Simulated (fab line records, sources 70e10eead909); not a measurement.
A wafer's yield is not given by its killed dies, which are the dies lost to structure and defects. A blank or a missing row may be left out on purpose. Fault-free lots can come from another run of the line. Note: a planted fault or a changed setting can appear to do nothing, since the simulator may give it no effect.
Problem report in the 8D (eight disciplines) form, filled by code || flow nandHarc || the parts of the form that need people (team, actions taken, sign-off) are left out

1. THE PROBLEM
NHARC_A_BONDPAD_STRIP_15, chamberPressureMTorr: mean 54.69 mTorr over 1 wafer from 1 lot; wafers with no fault: 60.00 mTorr, standard deviation 0.058. That is -92 standard deviations from the usual mean.
The step: strips in O2.
First observed at day 22 19:25: wafer L503.6, on rieDiel-01. Wafers with a number at this step in the record: 33, from 11 lots. Rule for "out", or "out of limits": more than 4 standard deviations from the usual mean. The rest of the wafers with a number are treated as sound.

2. WHAT THIS IS AND IS NOT
{"question": "which readings at this step", "is": "chamberPressureMTorr", "is not": "drypumpMotorCurrentA, mfcArSccm, o2FlowSccm, oesProductAu, rfVppV, showerheadPlenumPTorr, throttleValvePct"}
{"question": "which lots", "is": "L503", "is not": "L487, L489, L492, L493, L494, L496, L506, L508, L509, L510"}
{"question": "which wafers of those lots", "is": "L503.6", "is not": "L503.2, L503.4"}
{"question": "read on which tools", "is": "rieDiel-01", "is not": "rieDiel-05, rieDiel-09"}
{"question": "when", "is": "from day 22 19:25", "is not": "up to then (20 sound wafers); but 12 sound wafers of L506, L508, L509, L510 came after"}

3. WHAT RULES OUT EACH SUSPECT
Counting: if a tool at a process step up to the reading ran every lot that is out, it stays a suspect. Sound lots after the first of them don't rule it out here, since some wafers of a struck lot are sound.
- pecvd-04 at NHARC_A_M1_PRE_CLEAN_32 (time 12 s): kept. It ran the lot that is out, L503 (day 22 16:25); its last sound lot up to then is L492 (day 19 08:07).
- rieDiel-09 at NHARC_A_BONDPAD_ETCH_34 (etches the open film in N2/H2, target depth 60 nm, overetch 18 nm, time 65.91 s): kept. It ran the lot that is out, L503 (day 22 19:03).
- rieDiel-01 at NHARC_A_BONDPAD_STRIP_15 (strips in O2): kept. It ran the lot that is out, L503 (day 22 19:25); its last sound lot up to then is L494 (day 19 23:03). On those wafers its own readings are out: chamberPressureMTorr.
- The sound lot-mates ran in chamber 1 of pecvd-04 at NHARC_A_M1_PRE_CLEAN_32, but the wafers that are out ran in chamber 0.
- At NHARC_A_BONDPAD_ETCH_34, inside rieDiel-09: chamber 1 took the wafers that are out, while their sound lot-mates went through chambers 0, 2.
- At NHARC_A_BONDPAD_STRIP_15, inside rieDiel-01: chamber 3 took the wafers that are out, while their sound lot-mates went through chambers 1, 2.
After the count, these remain: pecvd-04 at NHARC_A_M1_PRE_CLEAN_32, rieDiel-09 at NHARC_A_BONDPAD_ETCH_34 and rieDiel-01 at NHARC_A_BONDPAD_STRIP_15.

4. THE CAUSE (what the simulator had put in)
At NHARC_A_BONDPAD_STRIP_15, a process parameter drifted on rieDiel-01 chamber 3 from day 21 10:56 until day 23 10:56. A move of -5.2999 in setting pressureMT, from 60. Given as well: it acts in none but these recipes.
This tool is one of the 3 suspects left after counting.

5. THE EFFECT CHAIN, in route order
Each row: a reading whose mean over the struck wafers that have a number lies more than 3 standard deviations from the usual. Readings are gone through only where the record gives a usual standard deviation; hours: the median, over the lots, of the time from a lot's start at the first step in this table giving one to that lot's start at this step; sigmas: the change measured in usual standard deviations.
{"hours": 0, "step": "NHARC_A_BONDPAD_STRIP_15", "reading": "chamberPressureMTorr", "usual": "60.00 mTorr", "on struck wafers": 54.69, "change": -5.31, "sigmas": -92}
Its process steps:
- NHARC_A_BONDPAD_STRIP_15: strips in O2.
Later steps that measure or inspect, where all struck wafers having a row at the step show a number for every such reading and not one has moved that far: NHARC_END_SORT_01.

6. WHAT WOULD HAVE CAUGHT IT SOONER
First out-of-limits reading in this record: day 22 19:25, which is 32 hours after fault onset at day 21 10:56.
